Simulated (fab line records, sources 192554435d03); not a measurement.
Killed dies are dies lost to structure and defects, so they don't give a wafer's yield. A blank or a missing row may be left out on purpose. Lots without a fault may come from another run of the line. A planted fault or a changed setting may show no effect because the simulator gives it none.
fab line records | flow n5_finfet
record lots=24 wafers=72 last_day=19
route steps=1938 shown BEOL_M4@1109 BEOL_M5@1112
lots that met no fault: from a run of the same line without faults
start_h: hours from the record's first day to the start of the lot's first wafer shown | wait_h: hours since the lot's step before | " the same as in the row above | L1.1+2: a row that stands for several wafers | - no value, or no start given | * or withheld: withheld | < > ~ a bound
route shown NAME@n: a module of which the file shows steps, and the number in the route of the first | usual: mean/standard deviation of fault-free wafers | same: alike in all rows | chamber/n: place in a boat | sites: the reading at each site | _std_site: their standard deviation | _edge_site: outer sites' mean less inner sites' | radius_mm: how far each site lies from the wafer's centre | mask NAME#n: copy n | behind: the tool/chamber that last shaped the wafer | hold: why the lot was held/for how many hours/how that ended | device: the transistor (n, p or np) that didn't switch | end of line: the same wafers' tests at the end of the route | a step without rows: its recipe alone | killed: dies lost to structure and defects at the first sort, not the wafer's yield | map: a wafer's dies, x killed, . not, _ none there
set.NAME: the setting as run; set.NAME@STEP: as run at that earlier step | model.NAME: the simulator's own value behind a step, which no gauge read
steps of the route over a sample of lots; a table a step, a row a wafer
services: from which hour (start_h, from the record's first day; less than 0 if before it) a tool's chamber was out of use, for how many hours, and why
## steps
# step N5_BEOL_M4_RS_MEAS_58
# recipe thk_meas_gauge=four-point-probe reads=Co_of_BEOL_M4_CO_CAP_55+Cu_of_BEOL_M4_ECD_50+Co_of_BEOL_M4_CVD_47+TaN_of_BEOL_M4_ALD_84
# usual M4_RS=0.67/0.042
# columns lot.wafer tool chamber start_h wait_h M4_RS[ohm/sq]
L074.1 film_metro-01 - 176.37 0.0 0.64
L074.2 " - " " 0.71
L074.6 " - " " 0.68
L075.2 film_metro-01 - 187.65 0.1 0.71
L075.3 " - " " 0.69
L075.5 " - " " 0.68
L076.3 film_metro-01 - 194.70 0.1 0.71
L076.4 " - " " 0.67
L076.5 " - " " 0.67
L077.2 film_metro-01 - 195.16 0.1 0.75
L077.3 " - " " 0.73
L077.5 " - " " 0.77
L078.3 film_metro-02 - 196.86 0.1 0.73
L078.4 " - " " 0.66
L078.6 " - " " 0.68
L079.1 film_metro-02 - 203.51 0.1 0.73
L079.3 " - " " 0.77
L079.4 " - " " 0.69
L083.1 film_metro-02 - 230.74 0.0 0.60
L083.4 " - " " 0.62
L083.5 " - " " 0.66
L081.4 film_metro-01 - 231.09 0.0 0.66
L081.5 " - " " 0.67
L081.6 " - " " 0.67
L082.1 film_metro-01 - 235.05 0.1 0.64
L082.2 " - " " 0.73
L082.4 " - " " 0.78
L080.3 film_metro-02 - 237.08 0.1 0.68
L080.4 " - " " 0.66
L080.5 " - " " 0.66
L084.4 film_metro-01 - 242.33 0.0 0.59
L084.5 " - " " 0.64
L084.6 " - " " 0.60
L085.1 film_metro-01 - 245.62 0.0 0.61
L085.2 " - " " 0.63
L085.6 " - " " 0.62
L086.2 film_metro-01 - 262.57 0.1 0.63
L086.3 " - " " 0.68
L086.4 " - " " 0.63
L090.1 film_metro-01 - 267.28 0.1 0.63
L090.2 " - " " 0.70
L090.4 " - " " 0.66
L087.2 film_metro-01 - 282.39 0.1 0.66
L087.3 " - " " 0.71
L087.4 " - " " 0.70
L088.1 film_metro-01 - 287.30 0.1 0.58
L088.3 " - " " 0.69
L088.5 " - " " 0.59
L089.2 film_metro-01 - 291.59 0.1 0.68
L089.4 " - " " 0.59
L089.5 " - " " 0.64
L091.2 film_metro-01 - 292.54 0.1 0.63
L091.4 " - " " 0.74
L091.5 " - " " 0.65
L092.1 film_metro-02 - 313.48 0.0 0.69
L092.2 " - " " 0.70
L092.3 " - " " 0.64
L094.2 film_metro-01 - 330.16 0.1 0.61
L094.3 " - " " 0.73
L094.4 " - " " 0.63
L097.2 film_metro-01 - 332.86 0.1 0.70
L097.4 " - " " 0.65
L097.6 " - " " 0.68
L093.1 film_metro-01 - 333.08 0.0 0.67
L093.2 " - " " 0.64
L093.4 " - " " 0.68
L096.2 film_metro-01 - 337.59 0.1 0.66
L096.3 " - " " 0.63
L096.5 " - " " 0.68
L095.3 film_metro-02 - 337.95 0.1 0.67
L095.4 " - " " 0.66
L095.5 " - " " 0.63
# step N5_BEOL_M5_ILD_DEP_00
# recipe material=SiCOH_lowk target_thk_a=1406.4 temp_c=300 precursor=DEMS/porogen pressure_torr=5 rf_w=500 time_s=25.9
# usual heater_power_w=320/52 rf_fwd_power_W=493.6/2.1 showerhead_plenum_p_Torr=5.733/0.016 susceptor_temp_C=299.99/0.19 throttle_valve_pct=14.1/0.61
# columns lot.wafer tool chamber start_h wait_h heater_power_w rf_fwd_power_W showerhead_plenum_p_Torr susceptor_temp_C throttle_valve_pct
L074.1 pecvd-03 2 177.39 0.8 359 490.9 5.723 299.88 13.6
L074.2 " 0 " " 274 497.9 5.718 299.94 13.6
L074.6 " 1 " " 352 495.8 5.728 300.10 14.8
L075.2 pecvd-03 2 188.66 0.7 385 492.5 5.745 300.16 13.1
L075.3 " 1 " " 409 494.2 5.753 300.08 14.7
L075.5 " 1 " " 411 494.8 5.744 300.05 15.1
L076.3 pecvd-01 0 195.71 0.5 353 496.7 5.731 300.00 13.4
L076.4 " 2 " " 400 493.9 5.729 300.26 13.7
L076.5 " 0 " " 359 495.6 5.728 299.84 13.3
L077.2 pecvd-04 1 196.18 0.7 249 494.7 5.715 300.14 14.3
L077.3 " 2 " " 303 497.1 5.746 299.85 14.4
L077.5 " 2 " " 301 494.6 5.744 299.99 14.2
L078.3 pecvd-04 1 197.88 0.5 225 492.2 5.737 299.98 14.1
L078.4 " 0 " " 333 491.2 5.702 300.08 13.8
L078.6 " 2 " " 255 493.9 5.747 300.20 14.4
L079.1 pecvd-04 1 204.52 0.8 276 492.4 5.731 300.00 14.3
L079.3 " 2 " " 315 495.2 5.751 299.84 14.3
L079.4 " 0 " " 336 493.1 5.712 300.01 14.0
L083.1 pecvd-01 2 231.75 0.8 349 494.8 5.737 300.07 13.7
L083.4 " 1 " " 354 494.5 5.762 300.03 15.8
L083.5 " 0 " " 337 496.0 5.742 300.09 13.3
L081.4 pecvd-04 0 232.12 0.4 271 492.1 5.695 299.90 14.2
L081.5 " 2 " " 304 497.0 5.735 300.17 14.3
L081.6 " 1 " " 260 491.1 5.709 299.98 14.2
L082.1 pecvd-01 1 236.06 0.8 375 493.4 5.746 299.98 15.7
L082.2 " 2 " " 330 494.1 5.726 300.26 13.7
L082.4 " 1 " " 307 494.1 5.747 300.02 15.6
L080.3 pecvd-03 2 238.09 0.5 372 492.9 5.759 299.91 13.5
L080.4 " 1 " " 385 491.2 5.750 300.07 14.9
L080.5 " 2 " " 382 490.7 5.743 299.85 13.6
L084.4 pecvd-03 1 243.44 0.4 364 494.3 5.746 300.07 15.1
L084.5 " 0 " " 280 493.8 5.728 299.97 13.8
L084.6 " 2 " " 375 492.3 5.742 300.56 13.7
L085.1 pecvd-03 2 246.64 0.8 325 493.1 5.728 299.89 13.4
L085.2 " 0 " " 280 496.0 5.712 299.92 13.8
L085.6 " 2 " " 333 491.8 5.725 299.58 13.6
L086.2 pecvd-03 0 263.59 0.7 233 496.2 5.733 299.87 13.8
L086.3 " 2 " " 383 491.7 5.739 300.27 13.7
L086.4 " 0 " " 235 494.6 5.742 300.03 13.7
L090.1 pecvd-04 1 268.29 0.8 258 493.6 5.723 299.61 14.2
L090.2 " 2 " " 269 494.9 5.728 300.17 14.3
L090.4 " 2 " " 277 495.6 5.724 299.91 14.5
L087.2 pecvd-03 1 283.42 0.7 411 494.1 5.747 299.71 15.1
L087.3 " 0 " " 247 494.3 5.721 300.17 13.6
L087.4 " 1 " " 413 493.9 5.749 299.98 14.6
L088.1 pecvd-01 2 288.31 0.8 402 494.9 5.737 299.93 13.7
L088.3 " 0 " " 329 493.3 5.739 300.03 13.4
L088.5 " 1 " " 384 492.5 5.742 299.80 15.5
L089.2 pecvd-03 1 292.61 0.7 400 493.9 5.743 299.83 14.6
L089.4 " 0 " " 290 494.4 5.730 300.10 14.1
L089.5 " 2 " " 324 490.3 5.739 300.11 13.6
L091.2 pecvd-04 1 293.55 0.7 265 491.4 5.724 299.92 14.2
L091.4 " 2 " " 302 494.8 5.728 300.16 14.0
L091.5 " 0 " " 287 494.5 5.698 300.14 14.1
L092.1 pecvd-03 2 314.50 0.8 369 490.1 5.741 300.16 13.7
L092.2 " 1 " " 368 494.5 5.733 299.90 14.9
L092.3 " 0 " " 260 496.4 5.732 299.99 13.9
L094.2 pecvd-03 2 331.17 0.7 318 490.3 5.739 299.99 13.9
L094.3 " 1 " " 353 491.1 5.742 300.15 14.7
L094.4 " 2 " " 329 491.4 5.735 300.26 13.9
L097.2 pecvd-03 2 333.88 0.7 393 489.6 5.761 299.71 13.5
L097.4 " 0 " " 289 492.8 5.719 299.88 13.9
L097.6 " 1 " " 368 490.7 5.745 299.80 14.7
L093.1 pecvd-04 1 334.11 0.8 228 495.4 5.737 299.96 14.3
L093.2 " 0 " " 338 495.1 5.688 300.11 13.7
L093.4 " 2 " " 306 494.5 5.732 299.79 14.4
L096.2 pecvd-04 2 338.60 0.7 277 494.8 5.750 300.02 14.4
L096.3 " 0 " " 340 492.9 5.707 299.72 13.9
L096.5 " 2 " " 283 494.7 5.752 299.83 14.2
L095.3 pecvd-03 0 338.98 0.5 237 497.1 5.745 299.74 13.6
L095.4 " 1 " " 350 497.0 5.754 300.18 14.9
L095.5 " 1 " " 348 493.5 5.757 300.15 14.8
# step N5_BEOL_M5_CD_MEAS_18
# recipe pitch_nm=56 target_cd_nm=28
# usual cd_nm=28.0/0.37
# columns lot.wafer tool chamber start_h wait_h cd_nm
L074.1 cd_sem-03 - 179.97 0.0 28.2
L074.2 " - " " 28.4
L074.6 " - " " 27.9
L075.2 cd_sem-02 - 192.81 0.1 28.2
L075.3 " - " " 27.7
L075.5 " - " " 28.1
L076.3 cd_sem-01 - 198.91 0.1 28.0
L076.4 " - " " 28.6
L076.5 " - " " 28.2
L077.2 cd_sem-01 - 198.95 0.1 28.1
L077.3 " - " " 27.5
L077.5 " - " " 28.2
L078.3 cd_sem-03 - 202.22 0.1 27.7
L078.4 " - " " 28.1
L078.6 " - " " 28.6
L079.1 cd_sem-02 - 207.48 0.0 28.8
L079.3 " - " " 28.4
L079.4 " - " " 27.8
L083.1 cd_sem-03 - 236.28 0.0 27.9
L083.4 " - " " 28.5
L083.5 " - " " 28.0
L081.4 cd_sem-01 - 236.33 0.1 28.5
L081.5 " - " " 27.6
L081.6 " - " " 27.9
L082.1 cd_sem-02 - 237.90 0.0 28.3
L082.2 " - " " 28.4
L082.4 " - " " 27.3
L080.3 cd_sem-02 - 242.43 0.1 28.3
L080.4 " - " " 28.2
L080.5 " - " " 28.3
L084.4 cd_sem-03 - 249.03 0.1 28.0
L084.5 " - " " 28.0
L084.6 " - " " 28.3
L085.1 cd_sem-02 - 249.49 0.0 27.9
L085.2 " - " " 27.1
L085.6 " - " " 28.1
L086.2 cd_sem-01 - 265.24 0.1 28.2
L086.3 " - " " 28.7
L086.4 " - " " 27.6
L090.1 cd_sem-02 - 270.00 0.0 27.9
L090.2 " - " " 28.3
L090.4 " - " " 27.8
L087.2 cd_sem-01 - 285.39 0.1 27.8
L087.3 " - " " 28.0
L087.4 " - " " 27.2
L088.1 cd_sem-01 - 292.23 0.1 27.8
L088.3 " - " " 28.8
L088.5 " - " " 28.2
L089.2 cd_sem-01 - 295.33 0.1 27.5
L089.4 " - " " 28.3
L089.5 " - " " 28.0
L091.2 cd_sem-02 - 295.52 0.1 28.1
L091.4 " - " " 28.1
L091.5 " - " " 28.0
L092.1 cd_sem-02 - 316.64 0.0 28.4
L092.2 " - " " 27.7
L092.3 " - " " 28.4
L094.2 cd_sem-03 - 333.31 0.1 27.6
L094.3 " - " " 28.4
L094.4 " - " " 27.3
L097.2 cd_sem-01 - 336.38 0.1 28.0
L097.4 " - " " 27.7
L097.6 " - " " 27.9
L093.1 cd_sem-02 - 336.66 0.0 28.3
L093.2 " - " " 27.9
L093.4 " - " " 27.3
L096.2 cd_sem-03 - 340.85 0.1 28.2
L096.3 " - " " 28.0
L096.5 " - " " 27.5
L095.3 cd_sem-01 - 340.95 0.1 27.7
L095.4 " - " " 27.5
L095.5 " - " " 27.6
# step N5_BEOL_M5_ETCH_75
# recipe chemistry=N2/H2 target=underlayer target_depth_a=65 mask_material=CAR-EUV time_s=5.2 ion_energy_ev=200 pressure_mtorr=30 source_w=840 bias_w=150 n2_flow_sccm=200 h2_flow_sccm=200 ends=cleared
# usual chamber_pressure_mTorr=30.00/0.036 drypump_motor_current_A=6.1/0.48 etch_rf_on_time_s=5.21/0.19 oes_product_au=0.65/0.081 rf_fwd_power_W=819.5/2.4 rf_vpp_V=523.5/2.8 showerhead_plenum_p_Torr=2.53/0.085 throttle_valve_pct=17.92/0.25
# columns lot.wafer tool chamber start_h wait_h chamber_pressure_mTorr drypump_motor_current_A etch_rf_on_time_s oes_product_au rf_fwd_power_W rf_hours_counter_h rf_vpp_V showerhead_plenum_p_Torr throttle_valve_pct
L074.1 rie_diel-06 0 181.66 0.0 30.04 6.4 5.13 0.75 820.2 32 527.0 2.59 17.66
L074.2 " 1 " " 30.01 5.8 5.35 0.64 820.5 146 522.7 2.46 17.70
L074.6 " 3 " " 29.96 5.6 4.99 0.62 816.5 - 525.9 2.64 17.99
L075.2 rie_diel-06 1 194.29 0.0 29.98 5.8 5.42 0.64 819.8 149 521.1 2.46 17.68
L075.3 " 0 " " 30.00 6.5 5.23 0.75 819.1 36 525.4 2.58 17.67
L075.5 " 2 " " 30.02 6.7 5.18 0.60 820.0 - 520.0 2.41 18.04
L077.2 rie_diel-06 0 200.61 0.0 30.08 6.4 5.17 0.76 817.6 38 527.6 2.58 17.65
L077.3 " 1 " " 29.95 5.8 5.35 0.64 816.6 151 523.0 2.46 17.68
L077.5 " 3 " " 30.04 5.6 5.02 0.63 819.1 - 524.6 2.63 18.02
L076.3 rie_diel-05 0 201.01 0.0 30.00 6.0 5.11 0.79 821.0 11 528.1 2.60 17.39
L076.4 " 1 " " 29.97 5.7 5.45 0.59 821.0 210 521.2 2.43 18.24
L076.5 " 2 " " 30.02 6.7 5.27 0.60 814.5 - 524.0 2.52 17.87
L078.3 rie_diel-05 1 205.08 0.0 29.99 5.6 5.54 0.58 818.9 211 519.8 2.42 18.25
L078.4 " 0 " " 30.02 5.9 5.17 0.78 818.8 12 524.5 2.60 17.41
L078.6 " 0 " " 29.98 6.0 5.19 0.78 818.7 - 524.1 2.60 17.39
L079.1 rie_diel-02 3 208.36 0.0 30.02 6.5 5.25 0.67 822.5 118 520.9 2.45 18.18
L079.3 " 0 " " 29.97 6.6 5.14 0.63 819.1 159 523.8 2.54 18.15
L079.4 " 1 " " 30.07 5.7 5.53 0.58 821.3 181 526.6 2.63 17.92
L081.4 rie_diel-06 0 241.28 0.0 29.95 6.5 5.09 0.74 813.7 - 523.3 2.58 17.66
L081.5 " 2 " " 30.02 6.7 5.05 0.60 815.2 - 520.2 2.40 18.05
L081.6 " 3 " " 30.00 5.6 4.99 0.61 818.5 - 526.6 2.63 18.02
L082.1 rie_diel-02 3 241.38 0.0 30.03 6.5 5.22 0.65 825.8 128 522.3 2.45 18.18
L082.2 " 1 " " 29.96 5.7 5.43 0.58 821.3 191 525.9 2.63 17.94
L082.4 " 2 " " 30.01 5.8 4.99 0.60 821.7 234 524.8 2.51 17.97
L083.1 rie_diel-06 2 241.76 0.0 29.99 6.7 5.08 0.61 821.8 235 519.2 2.40 18.07
L083.4 " 3 " " 29.95 5.6 5.00 0.62 819.2 - 525.3 2.63 18.00
L083.5 " 2 " " 29.95 6.7 5.12 0.60 817.4 - 520.9 2.40 18.06
L080.3 rie_diel-05 0 247.51 0.0 29.96 6.0 5.19 0.76 820.0 27 524.8 2.59 17.42
L080.4 " 1 " " 29.96 5.7 5.52 0.58 820.0 224 520.2 2.42 18.27
L080.5 " 0 " " 30.07 6.0 5.19 0.76 824.1 - 526.8 2.59 17.41
L084.4 rie_diel-02 3 249.65 0.0 29.99 6.5 5.22 0.65 820.8 - 523.4 2.45 18.18
L084.5 " 1 " " 30.00 5.7 5.51 0.57 822.1 - 526.4 2.63 17.94
L084.6 " 2 " " 29.96 5.9 5.07 0.59 818.0 - 522.6 2.51 17.98
L085.1 rie_diel-05 1 250.20 0.0 29.95 5.7 5.59 0.57 819.2 224 519.5 2.42 18.25
L085.2 " 2 " " 30.00 6.7 5.29 0.57 817.4 250 520.6 2.52 17.90
L085.6 " 1 " " 29.98 5.7 5.54 0.57 818.4 - 518.0 2.42 18.28
L086.2 rie_diel-06 3 267.32 0.0 29.95 5.6 5.04 0.61 820.8 193 527.0 2.63 18.03
L086.3 " 1 " " 30.11 5.7 5.35 0.62 821.4 167 521.8 2.45 17.71
L086.4 " 0 " " 30.00 6.4 5.04 0.74 821.5 57 522.7 2.57 17.66
L090.1 rie_diel-02 1 270.64 0.0 30.04 5.7 5.49 0.58 818.1 200 528.3 2.63 17.95
L090.2 " 2 " " 29.92 5.9 5.00 0.59 820.7 242 524.0 2.51 18.00
L090.4 " 3 " " 30.05 6.5 5.23 0.64 817.4 138 522.0 2.44 18.20
L087.2 rie_diel-02 3 287.67 0.0 30.01 6.5 5.29 0.65 823.1 142 521.0 2.44 18.18
L087.3 " 0 " " 30.05 6.6 5.18 0.61 816.4 180 525.7 2.54 18.22
L087.4 " 1 " " 29.97 5.7 5.58 0.58 823.4 205 525.4 2.62 17.99
L088.1 rie_diel-05 3 293.78 0.0 30.00 5.2 5.11 0.60 818.6 231 522.2 2.50 17.96
L088.3 " 0 " " 30.03 6.0 5.23 0.73 819.0 42 526.2 2.59 17.44
L088.5 " 1 " " 29.96 5.7 5.61 0.57 821.8 - 519.6 2.41 18.30
L089.2 rie_diel-02 0 296.71 0.0 30.02 6.5 5.14 0.60 822.8 183 522.8 2.53 18.20
L089.4 " 3 " " 30.01 6.5 5.22 0.64 815.6 145 521.1 2.44 18.20
L089.5 " 0 " " 30.05 6.5 5.15 0.61 821.4 - 521.7 2.53 18.20
L091.2 rie_diel-05 3 296.91 0.0 29.96 5.2 5.13 0.61 817.2 232 522.5 2.50 17.97
L091.4 " 1 " " 30.00 5.7 5.59 0.57 819.9 239 519.7 2.41 18.27
L091.5 " 1 " " 30.02 5.7 5.54 0.57 816.8 - 521.6 2.41 18.28
L092.1 rie_diel-06 3 318.49 0.0 30.02 5.6 4.97 0.60 818.8 206 524.8 2.62 18.04
L092.2 " 0 " " 29.99 6.5 5.08 0.72 819.0 71 525.2 2.57 17.70
L092.3 " 2 " " 30.02 6.7 4.90 0.88 821.3 1 526.5 2.72 17.71
L094.2 rie_diel-02 2 333.97 0.0 30.00 5.9 4.96 0.85 819.1 3 524.0 2.50 17.62
L094.3 " 0 " " 29.98 6.5 5.12 0.60 819.5 196 525.3 2.53 18.24
L094.4 " 3 " " 29.95 6.6 5.28 0.63 821.2 157 522.0 2.44 18.24
L093.1 rie_diel-05 0 338.31 0.0 30.06 6.0 5.15 0.73 820.3 55 523.4 2.58 17.46
L093.2 " 3 " " 30.03 5.2 5.11 0.60 819.2 245 523.0 2.49 17.97
L093.4 " 2 " " 30.00 6.7 5.24 0.75 816.8 21 519.9 2.51 17.52
L097.2 rie_diel-02 3 338.49 0.0 30.02 6.6 5.25 0.63 823.2 159 518.3 2.43 18.21
L097.4 " 0 " " 30.00 6.5 5.13 0.60 814.1 197 523.8 2.53 18.23
L097.6 " 1 " " 30.02 5.7 5.52 0.58 824.1 - 525.9 2.62 18.00
L095.3 rie_diel-06 2 345.53 0.0 30.00 6.7 4.92 0.82 817.6 8 529.6 2.71 17.73
L095.4 " 1 " " 30.00 5.9 5.46 0.61 816.7 187 520.6 2.44 17.75
L095.5 " 1 " " 30.01 5.8 5.47 0.60 817.6 - 520.8 2.44 17.76
L096.2 rie_diel-06 0 349.14 0.0 29.96 6.5 5.13 0.71 818.2 79 522.8 2.57 17.75
L096.3 " 3 " " 29.97 5.6 4.96 0.60 819.7 214 526.0 2.62 18.07
L096.5 " 1 " " 30.03 5.8 5.38 0.61 822.3 - 519.8 2.44 17.74
# step N5_BEOL_M5_SPUTTER_83
# recipe material=Cu target_thk_a=150 temp_c=-20 chamber_pressure_pa=0.07 power_w=withheld time_s=27.62
# usual chuck_sensor_temp_C=-16.0/0.32 susceptor_temp_C=-20.00/0.1 throttle_valve_pct=29.3/1.1
# columns lot.wafer tool chamber start_h wait_h chuck_sensor_temp_C susceptor_temp_C throttle_valve_pct
L074.1 pvd_sputter-02 - 185.87 0.5 -15.9 -20.07 28.5
L074.2 " - " " -16.3 -19.88 30.7
L074.6 " - " " -16.0 -19.98 28.5
L075.2 pvd_sputter-02 - 199.09 0.5 -16.2 -20.01 28.5
L075.3 " - " " -15.9 -20.08 30.4
L075.5 " - " " -16.0 -19.91 28.3
L077.2 pvd_sputter-01 - 204.61 0.5 -16.3 -20.00 28.2
L077.3 " - " " -15.3 -20.13 30.2
L077.5 " - " " -16.4 -20.11 28.6
L076.3 pvd_sputter-03 - 206.01 0.5 -16.0 -20.19 29.4
L076.4 " - " " -16.1 -19.90 28.9
L076.5 " - " " -15.8 -19.98 30.1
L078.3 pvd_sputter-02 - 210.00 0.5 -15.9 -19.93 28.4
L078.4 " - " " -16.2 -20.10 30.4
L078.6 " - " " -15.9 -20.10 30.4
L079.1 pvd_sputter-03 - 212.69 0.5 -16.1 -19.90 30.1
L079.3 " - " " -15.9 -19.98 30.0
L079.4 " - " " -16.3 -19.91 28.9
L081.4 pvd_sputter-01 - 245.38 0.5 -16.2 -20.00 28.3
L081.5 " - " " -15.5 -19.92 28.6
L081.6 " - " " -16.3 -20.03 28.4
L082.1 pvd_sputter-02 - 246.74 0.5 -15.9 -20.06 30.5
L082.2 " - " " -16.0 -19.84 28.5
L082.4 " - " " -16.2 -19.95 26.8
L083.1 pvd_sputter-03 - 246.87 0.5 -16.3 -20.18 29.1
L083.4 " - " " -16.0 -20.02 29.4
L083.5 " - " " -16.2 -20.03 30.2
L080.3 pvd_sputter-03 - 251.55 0.5 -15.9 -20.18 29.8
L080.4 " - " " -16.0 -20.05 29.3
L080.5 " - " " -16.1 -19.86 30.0
L084.4 pvd_sputter-01 - 253.73 0.5 -15.8 -20.07 28.9
L084.5 " - " " -15.7 -20.00 28.8
L084.6 " - " " -16.3 -20.23 28.6
L085.1 pvd_sputter-03 - 255.98 0.5 -15.8 -19.78 29.5
L085.2 " - " " -16.2 -20.06 29.1
L085.6 " - " " -16.1 -19.97 29.9
L086.2 pvd_sputter-02 - 271.17 0.5 -16.0 -20.15 28.4
L086.3 " - " " -16.3 -20.11 26.5
L086.4 " - " " -15.9 -20.05 30.4
L090.1 pvd_sputter-01 - 274.51 0.5 -15.6 -19.81 29.0
L090.2 " - " " -15.0 -19.93 30.0
L090.4 " - " " -16.3 -19.97 28.5
L087.2 pvd_sputter-02 - 291.74 0.5 -16.1 -19.83 26.7
L087.3 " - " " -15.7 -20.17 28.5
L087.4 " - " " -15.9 -20.00 30.2
L088.1 pvd_sputter-03 - 299.38 0.5 -16.4 -20.02 29.2
L088.3 " - " " -15.8 -20.03 29.8
L088.5 " - " " -16.3 -20.05 28.7
L089.2 pvd_sputter-01 - 301.28 0.5 -15.7 -19.97 29.8
L089.4 " - " " -15.4 -20.13 30.1
L089.5 " - " " -15.1 -20.09 30.2
L091.2 pvd_sputter-03 - 305.45 2.1 -15.9 -19.97 30.0
L091.4 " - " " -16.1 -20.07 30.1
L091.5 " - " " -15.9 -19.88 30.0
L092.1 pvd_sputter-03 - 322.91 0.5 -15.7 -19.96 29.7
L092.2 " - " " -16.3 -19.82 29.2
L092.3 " - " " -15.9 -19.85 29.6
L094.2 pvd_sputter-03 - 338.02 0.5 -15.8 -19.90 29.5
L094.3 " - " " -16.3 -19.93 29.1
L094.4 " - " " -15.7 -19.99 30.2
L097.2 pvd_sputter-02 - 342.74 0.5 -15.8 -20.06 28.1
L097.4 " - " " -16.4 -20.08 30.5
L097.6 " - " " -16.2 -19.94 28.4
L093.1 pvd_sputter-01 - 346.05 0.5 -15.5 -19.91 28.8
L093.2 " - " " -15.2 -20.08 30.0
L093.4 " - " " -15.8 -19.88 30.1
L095.3 pvd_sputter-02 - 351.13 0.5 -16.5 -20.04 30.7
L095.4 " - " " -15.9 -19.95 30.5
L095.5 " - " " -15.8 -20.03 28.2
L096.2 pvd_sputter-01 - 354.00 0.5 -16.0 -19.93 30.0
L096.3 " - " " -15.6 -20.03 29.0
L096.5 " - " " -16.0 -19.81 30.0
# step N5_BEOL_M5_DEP_56
# recipe material=SiCN target_thk_a=80 temp_c=withheld precursor=3MS/NH3 pressure_torr=3 rf_w=202 time_s=14
# usual rf_fwd_power_W=199.0/0.83 showerhead_plenum_p_Torr=3.659/0.013 throttle_valve_pct=9.2/0.41
# columns lot.wafer tool chamber start_h wait_h rf_fwd_power_W showerhead_plenum_p_Torr throttle_valve_pct
L074.1 pecvd-04 1 189.09 0.0 198.6 3.647 9.3
L074.2 " 0 " " 199.4 3.635 9.1
L074.6 " 1 " " 198.4 3.645 9.2
L075.2 pecvd-03 2 205.65 0.0 196.6 3.663 8.9
L075.3 " 0 " " 199.9 3.664 9.0
L075.5 " 2 " " 197.7 3.665 8.8
L077.2 pecvd-03 0 207.83 0.0 199.2 3.652 8.9
L077.3 " 2 " " 197.7 3.672 8.9
L077.5 " 1 " " 199.2 3.665 9.7
L076.3 pecvd-03 2 209.27 0.0 196.8 3.677 8.9
L076.4 " 2 " " 198.0 3.676 8.7
L076.5 " 1 " " 199.2 3.673 9.8
L078.3 pecvd-01 1 213.20 0.0 199.1 3.673 10.4
L078.4 " 2 " " 199.5 3.662 8.7
L078.6 " 1 " " 198.8 3.672 10.3
L079.1 pecvd-04 0 216.05 0.0 198.2 3.632 8.9
L079.3 " 2 " " 199.0 3.664 9.3
L079.4 " 0 " " 198.5 3.628 9.3
L081.4 pecvd-03 1 248.57 0.0 198.6 3.662 9.5
L081.5 " 2 " " 198.1 3.667 8.8
L081.6 " 0 " " 199.1 3.666 9.2
L082.1 pecvd-03 0 249.97 0.0 199.9 3.659 9.1
L082.2 " 2 " " 197.9 3.672 9.0
L082.4 " 0 " " 199.2 3.665 9.0
L083.1 pecvd-01 1 250.08 0.0 198.1 3.675 10.0
L083.4 " 1 " " 199.3 3.671 9.9
L083.5 " 2 " " 199.1 3.660 9.1
L080.3 pecvd-01 1 254.71 0.0 199.5 3.666 10.5
L080.4 " 1 " " 199.1 3.668 10.0
L080.5 " 2 " " 200.0 3.669 9.0
L084.4 pecvd-04 1 256.99 0.0 197.7 3.641 9.3
L084.5 " 0 " " 199.5 3.636 9.4
L084.6 " 2 " " 199.2 3.657 9.4
L085.1 pecvd-04 2 259.14 0.0 199.7 3.659 9.4
L085.2 " 1 " " 199.0 3.640 9.1
L085.6 " 1 " " 198.7 3.649 9.5
L086.2 pecvd-03 0 274.33 0.0 199.6 3.652 9.2
L086.3 " 1 " " 199.0 3.669 9.7
L086.4 " 0 " " 198.9 3.662 9.0
L090.1 pecvd-03 1 277.68 0.0 198.1 3.669 9.5
L090.2 " 0 " " 199.5 3.656 9.2
L090.4 " 1 " " 198.1 3.659 9.6
L087.2 pecvd-03 2 295.11 0.0 197.9 3.670 8.9
L087.3 " 1 " " 198.5 3.670 9.6
L087.4 " 0 " " 199.8 3.664 9.0
L088.1 pecvd-03 2 302.54 0.0 198.2 3.669 8.6
L088.3 " 1 " " 199.2 3.671 9.6
L088.5 " 1 " " 198.6 3.666 9.5
L089.2 pecvd-03 2 304.52 0.0 199.3 3.669 8.8
L089.4 " 2 " " 198.0 3.666 8.8
L089.5 " 2 " " 198.5 3.667 8.7
L091.2 pecvd-01 0 308.61 0.0 199.7 3.657 8.8
L091.4 " 1 " " 199.0 3.672 10.2
L091.5 " 2 " " 199.5 3.661 9.4
L092.1 pecvd-04 2 326.08 0.0 199.3 3.662 9.3
L092.2 " 0 " " 199.1 3.618 9.3
L092.3 " 1 " " 200.6 3.647 9.3
L094.2 pecvd-04 1 341.20 0.0 198.3 3.655 9.1
L094.3 " 0 " " 198.3 3.620 9.3
L094.4 " 0 " " 198.8 3.627 9.3
L097.2 pecvd-03 0 345.90 0.0 199.8 3.657 8.9
L097.4 " 1 " " 199.9 3.664 9.7
L097.6 " 2 " " 197.2 3.675 8.8
L093.1 pecvd-03 2 349.22 0.0 198.9 3.668 9.0
L093.2 " 1 " " 199.4 3.671 9.9
L093.4 " 0 " " 199.8 3.673 9.2
L095.3 pecvd-04 1 355.07 0.0 198.9 3.651 9.6
L095.4 " 1 " " 198.6 3.654 9.4
L095.5 " 2 " " 201.5 3.667 9.6
L096.2 pecvd-04 2 357.17 0.0 200.0 3.664 9.2
L096.3 " 0 " " 198.8 3.631 9.0
L096.5 " 2 " " 199.0 3.668 9.2
## services
# columns tool chamber start_h hours kind
pecvd-04 - 173.70 14.6 pm
rie_diel-05 1 198.10 1.3 repair
pecvd-01 0 201.42 29.6 repair
pecvd-03 1 202.03 5.5 scheduled_down
rie_diel-06 3 216.58 5.0 repair
rie_diel-06 1 240.99 8.6 repair
pecvd-04 1 254.16 2.1 scheduled_down
pecvd-01 1 276.42 5.0 repair
pecvd-01 2 281.28 2.1 scheduled_down
pecvd-03 2 282.52 4.5 repair
pecvd-03 - 284.37 1.2 repair
rie_diel-02 2 299.96 - clean
rie_diel-02 2 299.96 - consumable_replace:focus_ring
pecvd-03 0 303.21 2.1 scheduled_down
rie_diel-06 2 304.96 - clean
rie_diel-06 2 304.96 - consumable_replace:focus_ring
rie_diel-06 2 304.96 - consumable_replace:showerhead
rie_diel-06 2 304.96 12.3 scheduled_down
rie_diel-06 2 304.96 12.3 vent_cycle
pecvd-04 0 319.79 5.5 scheduled_down
rie_diel-06 1 319.92 6.7 repair
pecvd-03 2 335.49 5.5 scheduled_down
pecvd-01 - 350.02 2.8 repair
rie_diel-06 3 357.07 4.4 repair
## key
fault none
